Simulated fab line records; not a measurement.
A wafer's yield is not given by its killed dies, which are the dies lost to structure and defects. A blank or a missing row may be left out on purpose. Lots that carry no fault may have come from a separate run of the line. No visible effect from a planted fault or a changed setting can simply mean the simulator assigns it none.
fab line records	flow n5_finfet
record lots=9	wafers=27	last_day=16
route steps=1938 shown BEOL_M4@1111 BEOL_M8@1378 BEOL_M9@1401 PASSIVATION@1936
lots with no fault: from the same line, run without faults
start_h: start of the lot's first displayed wafer, in hours after the record's first day	wait_h: time in hours since the lot's previous step	" as in the row above	L1.1+2: one row covering several wafers at once	- no value, or no start given	* or withheld: withheld	< > ~ a bound
route shown NAME@n: NAME is a module with steps in the file, n the number in the route of the first one	usual: average and standard deviation across the fault-free wafers	same: alike in all rows	chamber/n: place in a boat	sites: readings site by site	_std_site: standard deviation across them	_edge_site: outer sites' mean less inner sites'	radius_mm: for every site, how far away it sits from the centre of the wafer	mask NAME#n: copy n	behind: the tool/chamber that last shaped the wafer	hold: what put the lot on hold/how long, in hours/how the hold closed	device: transistor that didn't switch, given as n, p or np	end of line: the same wafers' tests at the end of the route	step lacking rows: just its recipe	killed: dies lost to structure and defects at the first sort, not the wafer's yield	map: the dies of a wafer, with x for killed, . for not killed, _ for no die there
set.NAME: the run value of the setting; set.NAME@STEP: its run value at that earlier step	model.NAME: the simulator's own value behind a step, which no gauge read
the route's steps for a sample of lots (tables are steps, rows are wafers)
services: the hour from which a tool's chamber was out of use, counted from the record's first day as start_h (under 0 if before that day), plus the number of hours and why
## steps
# step N5_BEOL_M4_RC_MEAS_101
# usual DIBL_N=36.7/2.4	DIBL_P=37.4/2.9	IOFF_N=0.18/0.05	IOFF_P=0.23/0.058	ION_N=683/16	ION_P=467/11	SS_N=71.7/0.77	SS_P=73.5/0.87	VT_N=249/4.3	VT_P=-250/4.4
lot.wafer	tool	chamber	start_h	wait_h	DIBL_N[mV/V]	DIBL_P[mV/V]	IOFF_N[nA/um]	IOFF_P[nA/um]	ION_N[uA/um]	ION_P[uA/um]	SS_N[mV/dec]	SS_P[mV/dec]	VT_N[mV]	VT_P[mV]
L501.1	prober-01	0	157.25	0.8	38.7	41.7	0.22	0.29	691	467	72.6	75.5	244	-248
L501.2	"	0	"	"	35.2	37.8	0.16	0.22	671	461	71.3	73.5	251	-251
L501.4	"	0	"	"	33.1	33.2	0.11	0.14	657	456	71.1	72.6	254	-257
L502.3	prober-02	0	176.21	0.3	35.9	34.4	0.14	0.17	669	455	71.1	72.3	254	-253
L502.4	"	0	"	"	35.8	36.3	0.16	0.21	697	481	71.3	73.1	247	-251
L502.6	"	0	"	"	38.7	38.9	0.21	0.25	704	479	71.7	74.3	247	-248
L509.1	prober-01	0	209.16	0.0	39.1	37.9	0.23	0.31	676	473	73.1	73.8	245	-244
L509.2	"	0	"	"	35.8	35.5	0.16	0.25	682	475	71.4	73.0	250	-248
L509.6	"	0	"	"	39.2	39.8	0.24	0.35	699	477	71.8	74.4	244	-241
L510.1	prober-01	0	216.10	0.0	38.4	38.5	0.19	0.28	692	482	72.2	74.2	249	-246
L510.2	"	0	"	"	38.5	38.8	0.21	0.29	703	484	72.1	73.7	245	-246
L510.5	"	0	"	"	37.4	36.5	0.18	0.26	680	470	72.1	73.5	245	-246
L512.1	prober-01	0	227.73	0.0	37.4	38.8	0.19	0.24	682	463	72.1	73.5	248	-250
L512.3	"	0	"	"	36.5	35.5	0.15	0.18	667	448	71.5	71.9	251	-253
L512.5	"	0	"	"	38.0	38.7	0.19	0.24	697	475	72.1	73.1	245	-249
L515.1	prober-02	0	251.41	0.0	40.2	40.8	0.23	0.29	690	473	73.1	74.3	243	-246
L515.3	"	0	"	"	36.4	36.5	0.16	0.22	691	476	71.3	72.9	247	-249
L515.6	"	0	"	"	40.9	42.7	0.29	0.33	711	480	72.8	74.5	238	-242
L518.2	prober-02	0	260.05	0.2	34.8	37.0	0.14	0.21	662	461	71.4	73.7	254	-249
L518.3	"	0	"	"	32.5	34.5	0.11	0.17	665	463	70.2	72.6	258	-253
L518.5	"	0	"	"	34.2	36.5	0.13	0.19	658	460	70.7	73.0	255	-252
L520.1	prober-01	0	278.14	0.0	40.3	42.7	0.30	0.37	702	484	73.1	74.9	240	-243
L520.5	"	0	"	"	40.3	41.8	0.27	0.34	679	466	73.4	76.0	245	-246
L520.6	"	0	"	"	35.6	37.4	0.19	0.24	703	483	71.7	72.8	245	-247
L521.2	prober-01	0	285.61	0.2	37.9	40.9	0.19	0.23	669	459	72.2	73.8	248	-251
L521.4	"	0	"	"	34.5	35.3	0.13	0.15	664	449	71.4	72.8	251	-256
L521.6	"	0	"	"	35.7	38.1	0.16	0.19	666	449	71.5	73.4	247	-254
# step N5_BEOL_M8_ETCH_41
# recipe chemistry=CH3F/O2	target=SiCN	target_depth_a=319	taper_deg=2	time_s=57.8	ion_energy_ev=120	mask_material=TiN	pressure_mtorr=30	source_w=395	bias_w=75	Ar_flow_sccm=150	CH3F_flow_sccm=30	O2_flow_sccm=20
# usual drypump_motor_current_A=5.7/0.46	oes_product_au=0.77/0.085	rf_vpp_V=297.9/1.8	showerhead_plenum_p_Torr=2.03/0.086	throttle_valve_pct=16.39/0.2
# same time_s=57.8
lot.wafer	tool	chamber	start_h	wait_h	drypump_motor_current_A	oes_product_au	rf_hours_counter_h	rf_vpp_V	showerhead_plenum_p_Torr	throttle_valve_pct
L501.1	rie_diel-03	0	-	-	6.2	0.71	186	299.4	2.07	16.62
L501.2	"	2	"	"	6.0	0.77	153	295.5	1.92	16.33
L501.4	"	0	"	"	6.2	0.71	-	297.6	2.07	16.62
L502.3	rie_diel-01	1	-	-	5.8	0.71	212	295.5	1.91	16.37
L502.4	"	3	"	"	5.7	0.73	202	297.5	2.06	16.37
L502.6	"	0	"	"	6.6	0.81	-	298.6	2.04	16.19
L509.1	rie_diel-01	0	-	-	6.5	0.79	100	297.7	2.04	16.24
L509.2	"	2	"	"	5.1	0.90	41	299.2	2.12	16.34
L509.6	"	1	"	"	5.7	0.70	-	296.4	1.90	16.38
L510.1	rie_diel-03	2	-	-	6.0	0.76	185	294.3	1.91	16.37
L510.2	"	0	"	"	6.2	0.68	216	298.7	2.06	16.69
L510.5	"	3	"	"	5.6	0.67	-	298.2	2.05	16.82
L512.1	rie_diel-04	0	-	-	5.5	0.85	46	300.7	2.14	16.40
L512.3	"	1	"	"	5.8	0.89	39	297.3	1.96	16.19
L512.5	"	3	"	"	5.0	0.71	-	295.8	1.91	16.47
L515.1	rie_diel-01	2	-	-	5.0	0.88	58	301.3	2.12	16.38
L515.3	"	0	"	"	6.5	0.78	118	297.9	2.03	16.28
L515.6	"	3	"	"	5.7	0.70	-	298.5	2.05	16.43
L518.2	rie_diel-04	2	-	-	5.1	0.82	81	299.3	2.12	16.17
L518.3	"	0	"	"	5.6	0.83	59	299.5	2.14	16.41
L518.5	"	0	"	"	5.5	0.83	-	299.6	2.14	16.41
L520.1	rie_diel-03	2	-	-	6.0	0.73	213	295.8	1.90	16.44
L520.5	"	2	"	"	6.0	0.72	-	294.7	1.90	16.41
L520.6	"	1	"	"	5.2	0.82	-	298.1	2.10	16.16
L521.2	rie_diel-04	1	-	-	5.8	0.85	62	295.2	1.95	16.25
L521.4	"	2	"	"	5.1	0.81	90	299.1	2.11	16.19
L521.6	"	3	"	"	5.0	0.69	-	296.8	1.90	16.51
# step N5_BEOL_M8_PRE_CLEAN_45
# recipe gas=H2/He	time_s=30	temp_c=250
# usual heater_power_w=324/45
# same time_s=30
lot.wafer	tool	chamber	start_h	wait_h	heater_power_w
L501.1	pvd_sputter-03	-	192.28	0.0	302
L501.2	"	-	"	"	308
L501.4	"	-	"	"	409
L502.3	pvd_sputter-03	-	211.99	0.0	425
L502.4	"	-	"	"	302
L502.6	"	-	"	"	305
L509.1	pvd_sputter-02	-	243.60	0.0	353
L509.2	"	-	"	"	293
L509.6	"	-	"	"	281
L510.1	pvd_sputter-03	-	248.44	0.0	423
L510.2	"	-	"	"	308
L510.5	"	-	"	"	347
L512.1	pvd_sputter-03	-	262.84	0.0	429
L512.3	"	-	"	"	306
L512.5	"	-	"	"	426
L515.1	pvd_sputter-03	-	288.99	0.0	428
L515.3	"	-	"	"	346
L515.6	"	-	"	"	310
L518.2	pvd_sputter-01	-	297.81	0.0	300
L518.3	"	-	"	"	373
L518.5	"	-	"	"	296
L520.1	pvd_sputter-02	-	316.37	0.0	282
L520.5	"	-	"	"	285
L520.6	"	-	"	"	276
L521.2	pvd_sputter-02	-	325.02	0.0	287
L521.4	"	-	"	"	352
L521.6	"	-	"	"	352
# step N5_BEOL_M9_ILD_DEP_00
# recipe material=SiCOH_lowk	target_thk_a=3085.1	temp_c=300	precursor=DEMS/porogen	pressure_torr=5	rf_w=500	time_s=58
# usual heater_power_outer_w=125/36	heater_power_w=284/51	showerhead_plenum_p_Torr=5.743/0.016	throttle_valve_pct=14.3/0.88
# same time_s=58
lot.wafer	tool	chamber	start_h	wait_h	heater_power_outer_w	heater_power_w	showerhead_plenum_p_Torr	since_wet_clean_h	throttle_valve_pct
L501.1	pecvd-01	1	194.40	0.0	176	337	5.777	1442	16.0
L501.2	"	0	"	"	59	183	5.713	717	13.5
L501.4	"	1	"	"	181	341	5.775	-	16.2
L501.1	pecvd-01	1	194.69	0.3	181	338	5.775	-	16.0
L501.2	"	0	"	"	59	182	5.711	-	13.6
L501.4	"	1	"	"	183	342	5.763	-	16.2
L502.3	pecvd-03	0	214.54	0.0	123	304	5.748	918	14.0
L502.4	"	1	"	"	101	251	5.747	-	14.6
L502.6	"	0	"	"	135	315	5.755	-	14.0
L502.3	pecvd-03	0	214.80	0.2	126	300	5.743	-	13.8
L502.4	"	1	"	"	99	249	5.732	-	14.5
L502.6	"	0	"	"	126	305	5.747	-	13.9
L509.1	pecvd-03	0	245.37	0.1	138	316	5.742	949	13.9
L509.2	"	1	"	"	132	290	5.739	1674	14.8
L509.6	"	0	"	"	140	325	5.744	-	14.0
L510.1	pecvd-03	0	250.07	0.0	134	306	5.740	954	14.1
L510.2	"	1	"	"	113	270	5.740	1679	14.5
L510.5	"	0	"	"	138	325	5.747	-	14.3
L512.1	pecvd-03	0	264.87	0.0	132	316	5.748	969	14.2
L512.3	"	1	"	"	152	325	5.730	1694	14.6
L512.5	"	1	"	"	101	250	5.734	-	14.8
L515.1	pecvd-01	0	291.37	0.0	87	212	5.702	814	13.8
L515.3	"	1	"	"	150	302	5.778	1539	16.1
L515.6	"	1	"	"	156	320	5.766	-	16.2
L518.2	pecvd-02	0	300.83	0.0	121	298	5.727	1186	15.1
L518.3	"	0	"	"	135	319	5.730	-	15.0
L518.5	"	0	"	"	146	337	5.732	-	15.1
L520.1	pecvd-02	0	318.03	0.0	185	393	5.739	1203	15.0
L520.5	"	0	"	"	123	312	5.755	-	15.1
L520.6	"	1	"	"	172	335	5.736	-	14.4
L521.2	pecvd-01	2	326.72	0.0	141	274	5.737	95	14.1
L521.4	"	2	"	"	137	284	5.750	-	14.1
L521.6	"	0	"	"	83	217	5.709	-	13.9
# step N5_BEOL_M9_THK_MEAS_01
# recipe reads=SiCOH_lowk_of_BEOL_M9_ILD_DEP_00
# usual M9_ILD_THK=268/4
lot.wafer	tool	chamber	start_h	wait_h	M9_ILD_THK[nm]
L501.1	film_metro-02	-	195.31	0.4	546
L501.2	"	-	"	"	547
L501.4	"	-	"	"	552
L502.3	film_metro-02	-	216.27	0.3	542
L502.4	"	-	"	"	550
L502.6	"	-	"	"	551
L509.1	film_metro-02	-	245.96	0.4	265
L509.2	"	-	"	"	267
L509.6	"	-	"	"	270
L510.1	film_metro-01	-	250.66	0.4	266
L510.2	"	-	"	"	268
L510.5	"	-	"	"	270
L512.1	film_metro-01	-	265.46	0.4	264
L512.3	"	-	"	"	265
L512.5	"	-	"	"	272
L515.1	film_metro-02	-	291.96	0.4	269
L515.3	"	-	"	"	269
L515.6	"	-	"	"	274
L518.2	film_metro-02	-	301.45	0.4	263
L518.3	"	-	"	"	264
L518.5	"	-	"	"	266
L520.1	film_metro-01	-	318.62	0.4	264
L520.5	"	-	"	"	269
L520.6	"	-	"	"	272
L521.2	film_metro-02	-	327.32	0.4	267
L521.4	"	-	"	"	270
L521.6	"	-	"	"	277
# step N5_BEOL_M9_PECVD_70
# recipe material=SiO2	target_thk_a=200	temp_c=400	precursor=TEOS/O2	pressure_torr=5.5	rf_w=450	teos_flow_sccm=53.8	gas=O2	flow_sccm=3000	time_s=22.7
# usual heater_power_outer_w=412/82	heater_power_w=701/110	showerhead_plenum_p_Torr=8.79/0.063	throttle_valve_pct=23.2/1.4
# same time_s=22.7
lot.wafer	tool	chamber	start_h	wait_h	heater_power_outer_w	heater_power_w	showerhead_plenum_p_Torr	since_wet_clean_h	throttle_valve_pct
L501.1	pecvd-01	1	195.34	0.0	544	832	8.93	1443	26.2
L501.2	"	0	"	"	320	561	8.71	718	21.8
L501.4	"	1	"	"	551	854	8.90	-	26.4
L502.3	pecvd-03	1	216.31	0.0	427	709	8.80	1645	23.4
L502.4	"	0	"	"	315	586	8.83	-	22.6
L502.6	"	2	"	"	309	588	8.81	-	21.4
L509.1	pecvd-03	2	246.00	0.0	347	619	8.82	196	21.9
L509.2	"	0	"	"	323	625	8.83	950	22.6
L509.6	"	2	"	"	334	615	8.79	-	21.6
L510.1	pecvd-02	2	250.70	0.0	540	899	8.74	382	21.9
L510.2	"	0	"	"	475	833	8.76	1136	24.2
L510.5	"	2	"	"	540	909	8.74	-	22.0
L512.1	pecvd-01	2	265.50	0.0	421	663	8.77	34	22.0
L512.3	"	1	"	"	515	816	8.91	1513	26.2
L512.5	"	1	"	"	525	822	8.89	-	26.2
L515.1	pecvd-02	0	292.00	0.0	468	816	8.72	1177	24.5
L515.3	"	2	"	"	483	851	8.76	-	21.9
L515.6	"	2	"	"	488	851	8.73	-	21.9
L518.2	pecvd-02	0	301.49	0.0	476	832	8.75	1187	24.1
L518.3	"	1	"	"	411	675	8.77	-	22.8
L518.5	"	0	"	"	464	814	8.78	-	24.5
L520.1	pecvd-01	1	318.66	0.0	514	784	8.91	1566	26.2
L520.5	"	2	"	"	436	701	8.80	-	22.2
L520.6	"	1	"	"	514	801	8.92	-	26.1
L521.2	pecvd-01	2	327.36	0.0	387	610	8.76	96	22.3
L521.4	"	0	"	"	297	533	8.67	-	22.4
L521.6	"	1	"	"	500	766	8.89	-	26.1
# step N5_PASSIVATION_PROBE_49
# usual defect_limited_yield=91.4/1.6	killed_at_M0_to_M3=31/11	killed_at_M4_up=14/5.7	killed_at_contacts=12/6	killed_at_front_end=41/13	killed_at_other=3.3/2.8	killed_dies=101/19	killed_on_rim=13/3.9	killed_open=67/14	killed_short=33/8.2	sort_bin_4_leakage=0.0/0.37	sort_bin_5_function=5.0/1.1	sort_bin_6_memory=3.3/0.74	sort_n_pass=1078/20	sort_yield_pct=91.3/1.7
# same gross_dies=1180	killed_at_back_side=0	sort_bin_8_speed[%]=0
lot.wafer	tool	chamber	start_h	wait_h	defect_limited_yield[%]	killed_at_M0_to_M3	killed_at_M4_up	killed_at_contacts	killed_at_front_end	killed_at_other	killed_dies	killed_on_rim	killed_open	killed_short	sort_bin_4_leakage[%]	sort_bin_5_function[%]	sort_bin_6_memory[%]	sort_n_pass	sort_yield_pct[%]
L501.1	prober-02	-	254.75	0.0	0	14	1123	4	38	1	1180	152	36	31	0	97.5	2.1	0	0
L501.2	prober-02	-	254.80	0.1	0	26	1108	1	43	2	1180	152	59	26	0	97.5	2.3	0	0
L501.4	prober-02	-	254.90	0.2	0	18	1107	5	47	3	1180	152	55	25	0	97.3	2.6	0	0
L502.3	prober-02	-	278.29	0.1	0	31	1097	17	29	6	1180	152	62	34	0	96.5	3.2	0	0
L502.4	prober-02	-	278.34	0.2	0	33	1090	12	40	5	1180	152	75	31	0	96.3	3.4	0	0
L502.6	prober-02	-	278.44	0.3	0	36	1076	11	52	5	1180	152	77	46	0	95.5	4.2	0	0
L509.1	prober-01	-	307.68	0.0	90.5	50	13	23	26	0	112	17	80	32	0	5.3	4.2	1068	90.5
L509.2	prober-01	-	307.73	0.1	86.9	59	17	25	46	7	154	21	104	43	0	9.2	3.5	1026	86.9
L509.6	prober-01	-	307.93	0.3	91.1	36	4	23	40	2	105	15	65	37	0	6.0	2.6	1075	91.1
L510.1	prober-01	-	311.04	0.0	93.3	18	12	6	38	5	79	12	49	23	0	4.1	2.5	1101	93.3
L510.2	prober-01	-	311.09	0.1	93.7	17	15	15	25	2	74	4	53	21	0	4.2	2.1	1106	93.7
L510.5	prober-01	-	311.24	0.2	93.2	23	16	9	28	4	80	9	46	28	0	4.0	2.6	1100	93.2
L512.1	prober-02	-	328.45	0.0	92.3	29	20	13	22	7	91	21	62	27	0	4.7	2.7	1089	92.3
L512.3	prober-02	-	328.55	0.1	88.9	60	20	13	37	1	131	20	98	31	0	6.8	4.1	1049	88.9
L512.5	prober-02	-	328.65	0.2	89.7	48	12	29	21	11	121	16	75	44	0	5.8	4.1	1059	89.7
L515.1	prober-02	-	360.26	0.0	90.8	39	8	22	35	5	109	12	64	45	0	5.7	3.3	1071	90.8
L515.3	prober-02	-	360.36	0.1	91.4	22	12	23	36	8	101	15	62	37	0	4.8	3.1	1079	91.4
L515.6	prober-02	-	360.51	0.3	90.9	34	13	17	36	7	107	15	63	42	0.2	5.5	3.6	1071	90.8
L518.2	prober-01	-	371.98	0.1	89.7	42	13	6	57	3	121	15	76	44	0	6.2	3.7	1059	89.7
L518.3	prober-01	-	372.03	0.1	90.3	56	14	8	37	0	115	22	88	25	0	5.1	4.4	1065	90.3
L518.5	prober-01	-	372.13	0.2	91.1	29	9	9	56	2	105	14	79	25	0	5.2	3.4	1075	91.1
L520.1	prober-01	-	380.87	0.0	92.4	33	9	10	29	9	90	13	63	24	0.3	4.5	2.9	1086	92.0
L520.5	prober-01	-	381.07	0.2	92.9	30	12	12	26	4	84	11	55	27	0	4.5	2.6	1096	92.9
L520.6	prober-01	-	381.12	0.3	92.1	27	18	7	34	7	93	14	62	30	0	4.8	2.9	1087	92.1
L521.2	prober-01	-	392.06	0.1	90.9	31	13	9	46	8	107	15	67	38	0	4.9	3.6	1073	90.9
L521.4	prober-01	-	392.16	0.2	89.1	40	17	16	49	7	129	20	86	40	0	5.3	5.1	1051	89.1
L521.6	prober-01	-	392.26	0.3	90.0	22	8	25	60	3	118	12	87	31	0	6.8	3.0	1062	90.0
# killed by level:class
L501.1 BEOL_M9:area_etch=1112 GATE_CUT:geometric_particle:short=7 STI_FIN_REVEAL:geometric_particle:open=5 DUMMY_GATE:geometric_particle:open=5 GATE_CUT:geometric_particle:open=5 FIN_SAQP:geometric_particle:short=4 MOL_CONTACT_COAG:geometric_particle:open=4 BEOL_M0_SAQP:geometric_particle:short=4
L501.2 BEOL_M9:area_etch=1095 STI_FIN_REVEAL:geometric_particle:open=10 FIN_SAQP:geometric_particle:open=9 BEOL_M4:geometric_particle:open=9 BEOL_M2:geometric_particle:open=8 FIN_SAQP:geometric_particle:short=7 BEOL_M0_SAQP:geometric_particle:open=6 BEOL_M3:geometric_particle:open=5
L501.4 BEOL_M9:area_etch=1098 FIN_SAQP:geometric_particle:open=10 DUMMY_GATE:geometric_particle:open=8 FIN_SAQP:geometric_particle:short=6 STI_FIN_REVEAL:geometric_particle:open=6 DUMMY_GATE:geometric_particle:short=5 STARTING-WAFER:geometric_particle:open=5 MOL_CONTACT_COAG:geometric_particle:open=4
L502.3 BEOL_M9:area_etch=1084 MOL_CONTACT_COAG:geometric_particle:open=14 BEOL_M0_SAQP:geometric_particle:short=8 STI_FIN_REVEAL:geometric_particle:open=7 BEOL_M0_SAQP:geometric_particle:open=7 BEOL_M4:geometric_particle:open=7 GATE_CUT:geometric_particle:open=5 FIN_SAQP:geometric_particle:open=4
L502.4 BEOL_M9:area_etch=1073 BEOL_M3:geometric_particle:open=12 MOL_CONTACT_COAG:geometric_particle:open=11 FIN_SAQP:geometric_particle:open=7 GATE_CUT:geometric_particle:short=7 BEOL_M4:geometric_particle:open=7 DUMMY_GATE:geometric_particle:open=6 GATE_CUT:geometric_particle:open=6
L502.6 BEOL_M9:area_etch=1055 BEOL_M0_SAQP:geometric_particle:short=13 BEOL_M0_SAQP:geometric_particle:open=13 STI_FIN_REVEAL:geometric_particle:open=11 BEOL_M4:geometric_particle:open=11 MOL_CONTACT_COAG:geometric_particle:open=8 FIN_SAQP:geometric_particle:open=6 GATE_CUT:geometric_particle:open=6
L509.1 MOL_CONTACT_COAG:geometric_particle:open=20 BEOL_M0_SAQP:geometric_particle:open=14 BEOL_M0_SAQP:geometric_particle:short=10 FIN_SAQP:geometric_particle:open=5 STI_FIN_REVEAL:geometric_particle:open=5 BEOL_M0:geometric_particle:open=5 BEOL_M2:geometric_particle:short=5 BEOL_M2:geometric_particle:open=5
L509.2 MOL_CONTACT_COAG:geometric_particle:open=21 BEOL_M2:geometric_particle:open=16 STI_FIN_REVEAL:geometric_particle:open=12 BEOL_M0:geometric_particle:open=9 BEOL_M0_SAQP:geometric_particle:open=8 BEOL_M1:geometric_particle:open=7 FIN_SAQP:geometric_particle:short=6 BEOL_M0_SAQP:geometric_particle:short=6
L509.6 MOL_CONTACT_COAG:geometric_particle:open=19 FIN_SAQP:geometric_particle:short=8 BEOL_M2:geometric_particle:open=8 STI_FIN_REVEAL:geometric_particle:open=7 BEOL_M0_SAQP:geometric_particle:short=7 DUMMY_GATE:geometric_particle:open=6 ILD0:geometric_particle:short=5 FIN_SAQP:geometric_particle:open=4
L510.1 FIN_SAQP:geometric_particle:short=8 FIN_SAQP:geometric_particle:open=6 STI_FIN_REVEAL:geometric_particle:open=6 MOL_CONTACT_COAG:geometric_particle:open=6 BEOL_M4:geometric_particle:open=5 BEOL_M0:geometric_particle:open=4 BEOL_M2:geometric_particle:open=4 GATE_CUT:geometric_particle:open=3
L510.2 MOL_CONTACT_COAG:geometric_particle:open=11 FIN_SAQP:geometric_particle:open=8 STI_FIN_REVEAL:geometric_particle:open=7 BEOL_M4:geometric_particle:open=7 BEOL_M0_SAQP:geometric_particle:short=5 BEOL_M0_SAQP:geometric_particle:open=5 MOL_CONTACT_COAG:geometric_particle:short=4 BEOL_M0:geometric_particle:open=3
L510.5 BEOL_M3:geometric_particle:open=7 MOL_CONTACT_COAG:geometric_particle:open=6 BEOL_M1:geometric_particle:open=6 FIN_SAQP:geometric_particle:open=4 STI_FIN_REVEAL:geometric_particle:open=4 DUMMY_GATE:geometric_particle:open=4 BEOL_M4:geometric_particle:short=4 FIN_SAQP:geometric_particle:short=3
L512.1 BEOL_M4:geometric_particle:open=11 BEOL_M2:geometric_particle:open=10 MOL_CONTACT_COAG:geometric_particle:open=9 BEOL_M0_SAQP:geometric_particle:short=6 BEOL_M0_SAQP:geometric_particle:open=5 BEOL_M7:geometric_particle:open=5 STI_FIN_REVEAL:geometric_particle:open=4 MOL_CONTACT_COAG:geometric_particle:short=4
L512.3 FIN_SAQP:geometric_particle:open=18 BEOL_M1:geometric_particle:open=12 MOL_CONTACT_COAG:geometric_particle:open=11 BEOL_M0_SAQP:geometric_particle:open=10 BEOL_M2:geometric_particle:open=10 BEOL_M3:geometric_particle:open=8 BEOL_M0_SAQP:geometric_particle:short=6 BEOL_M1:geometric_particle:short=6
L512.5 MOL_CONTACT_COAG:geometric_particle:open=25 BEOL_M2:geometric_particle:open=16 BEOL_M2:geometric_particle:short=8 BEOL_M1:geometric_particle:short=7 BEOL_M0_SAQP:geometric_particle:open=5 MOL_CONTACT_COAG:geometric_particle:short=4 BEOL_M0_SAQP:geometric_particle:short=4 STARTING-WAFER:geometric_particle:open=4
L515.1 MOL_CONTACT_COAG:geometric_particle:open=19 BEOL_M0_SAQP:geometric_particle:short=11 FIN_SAQP:geometric_particle:short=10 BEOL_M0_SAQP:geometric_particle:open=10 FIN_SAQP:geometric_particle:open=7 STI_FIN_REVEAL:geometric_particle:open=6 BEOL_M2:geometric_particle:open=6 BEOL_M1:geometric_particle:open=4
L515.3 MOL_CONTACT_COAG:geometric_particle:open=17 FIN_SAQP:geometric_particle:short=12 BEOL_M2:geometric_particle:open=6 MOL_CONTACT_COAG:geometric_particle:short=6 FIN_SAQP:geometric_particle:open=5 SPACER0:geometric_particle:short=5 MIM_TOP:geometric_particle:open=5 BEOL_M0_SAQP:geometric_particle:short=4
L515.6 MOL_CONTACT_COAG:geometric_particle:open=10 BEOL_M1:geometric_particle:open=10 BEOL_M2:geometric_particle:open=10 MOL_CONTACT_COAG:geometric_particle:short=7 STI_FIN_REVEAL:geometric_particle:open=7 FIN_SAQP:geometric_particle:open=6 FIN_SAQP:geometric_particle:short=5 BEOL_M0_SAQP:geometric_particle:short=5
L518.2 FIN_SAQP:geometric_particle:open=15 BEOL_M0_SAQP:geometric_particle:open=12 STI_FIN_REVEAL:geometric_particle:open=9 BEOL_M0_SAQP:geometric_particle:short=9 FIN_SAQP:geometric_particle:short=8 BEOL_M1:geometric_particle:open=8 BEOL_M4:geometric_particle:open=7 STI_FIN_REVEAL:geometric_particle:short=5
L518.3 BEOL_M3:geometric_particle:open=16 BEOL_M1:geometric_particle:open=14 STI_FIN_REVEAL:geometric_particle:open=12 FIN_SAQP:geometric_particle:open=8 BEOL_M0_SAQP:geometric_particle:open=8 BEOL_M4:geometric_particle:open=7 MOL_CONTACT_COAG:geometric_particle:open=6 BEOL_M0_SAQP:geometric_particle:short=6
L518.5 STI_FIN_REVEAL:geometric_particle:open=13 BEOL_M3:geometric_particle:open=11 FIN_SAQP:geometric_particle:open=10 FIN_SAQP:geometric_particle:short=9 BEOL_M2:geometric_particle:open=9 MOL_CONTACT_COAG:geometric_particle:open=7 DUMMY_GATE:geometric_particle:open=6 BEOL_M4:geometric_particle:open=6
L520.1 STI_FIN_REVEAL:geometric_particle:open=9 BEOL_M3:geometric_particle:open=9 MOL_CONTACT_COAG:geometric_particle:open=8 BEOL_M2:geometric_particle:open=8 BEOL_M4:geometric_particle:open=5 BEOL_M1:geometric_particle:open=4 BEOL_M0_SAQP:geometric_particle:open=4 BEOL_M0_SAQP:geometric_particle:short=4
L520.5 MOL_CONTACT_COAG:geometric_particle:open=9 BEOL_M2:geometric_particle:open=9 FIN_SAQP:geometric_particle:open=7 BEOL_M3:geometric_particle:open=6 BEOL_M4:geometric_particle:open=4 DUMMY_GATE:geometric_particle:open=3 ILD0:geometric_particle:short=3 GATE_CUT:geometric_particle:short=3
L520.6 BEOL_M3:geometric_particle:open=12 BEOL_M4:geometric_particle:open=8 GATE_CUT:geometric_particle:open=6 MOL_CONTACT_COAG:geometric_particle:open=6 STI_FIN_REVEAL:geometric_particle:short=4 DUMMY_GATE:geometric_particle:open=4 BEOL_M0_SAQP:geometric_particle:short=4 BEOL_M1:geometric_particle:open=4
L521.2 FIN_SAQP:geometric_particle:open=11 STI_FIN_REVEAL:geometric_particle:open=10 MOL_CONTACT_COAG:geometric_particle:open=8 FIN_SAQP:geometric_particle:short=7 BEOL_M2:geometric_particle:open=7 BEOL_M0_SAQP:geometric_particle:short=6 GATE_CUT:geometric_particle:open=5 PAD_METAL:geometric_particle:short=5
L521.4 STI_FIN_REVEAL:geometric_particle:open=18 MOL_CONTACT_COAG:geometric_particle:open=14 STI_FIN_REVEAL:geometric_particle:short=11 BEOL_M2:geometric_particle:open=11 BEOL_M0_SAQP:geometric_particle:short=9 BEOL_M4:geometric_particle:open=8 FIN_SAQP:geometric_particle:open=5 BEOL_M0_SAQP:geometric_particle:open=5
L521.6 MOL_CONTACT_COAG:geometric_particle:open=23 FIN_SAQP:geometric_particle:open=15 STI_FIN_REVEAL:geometric_particle:open=14 GATE_CUT:geometric_particle:short=9 BEOL_M0_SAQP:geometric_particle:open=9 DUMMY_GATE:geometric_particle:open=8 BEOL_M3:geometric_particle:open=5 BEOL_M4:geometric_particle:open=5
## services
tool	chamber	start_h	hours	kind
pecvd-03	0	172.87	5.5	scheduled_down
rie_diel-04	-	180.48	69.8	repair
rie_diel-03	1	185.26	8.8	repair
pecvd-01	2	193.53	5.5	scheduled_down
rie_diel-03	3	194.43	6.1	repair
pecvd-01	2	202.38	-	clean
pecvd-01	2	202.38	-	consumable_replace:showerhead
pecvd-01	2	202.38	29.0	scheduled_down
pecvd-01	2	202.38	29.0	vent_cycle
pecvd-02	-	212.28	0.4	repair
pecvd-02	0	214.62	2.1	scheduled_down
pecvd-02	2	241.55	5.5	scheduled_down
pecvd-02	-	245.19	5.5	pm
pecvd-02	2	255.88	2.1	scheduled_down
pecvd-01	2	266.03	5.0	scheduled_down
rie_diel-03	3	280.33	-	clean
rie_diel-03	3	280.33	-	consumable_replace:focus_ring
rie_diel-03	3	280.33	19.1	scheduled_down
rie_diel-03	3	280.33	19.1	vent_cycle
pecvd-02	1	289.42	5.5	scheduled_down
pecvd-02	2	292.67	13.2	repair
pecvd-01	0	296.42	5.3	repair
rie_diel-01	2	299.64	2.8	repair
rie_diel-01	1	302.48	-	clean
## key
first_sign step=N5_BEOL_M9_ILD_DEP_00	reading=visit	direction=added
effect step=N5_BEOL_M9_THK_MEAS_01	reading=M9_ILD_THK	direction=up	sigmas=70	usual=268	struck=548
effect step=N5_PASSIVATION_PROBE_49	reading=killed_at_M4_up	direction=up	sigmas=99+	usual=14	struck=1100
more_kills_born_at N5_BEOL_M9_ETCH_41@rie_diel-06=6517
met_at N5_BEOL_M9_ILD_DEP_00
struck_lots L501,L502
later_rows_left_out L501.1,L501.2,L501.4,L502.3,L502.4,L502.6
not_acting_at N5_BEOL_M8_ETCH_41,N5_BEOL_M8_PRE_CLEAN_45,N5_BEOL_M9_PECVD_70
fault kind=repeated_step_whole	tool=pecvd-01,pecvd-02,pecvd-03	chamber=-	onset_h=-	steps=N5_BEOL_M9_ILD_DEP_00	times=1	scope=struck_lots_only
# later_rows_left_out: the simulator's readings of these wafers behind a module that went badly wrong aren't trusted and aren't shown, but for the sort
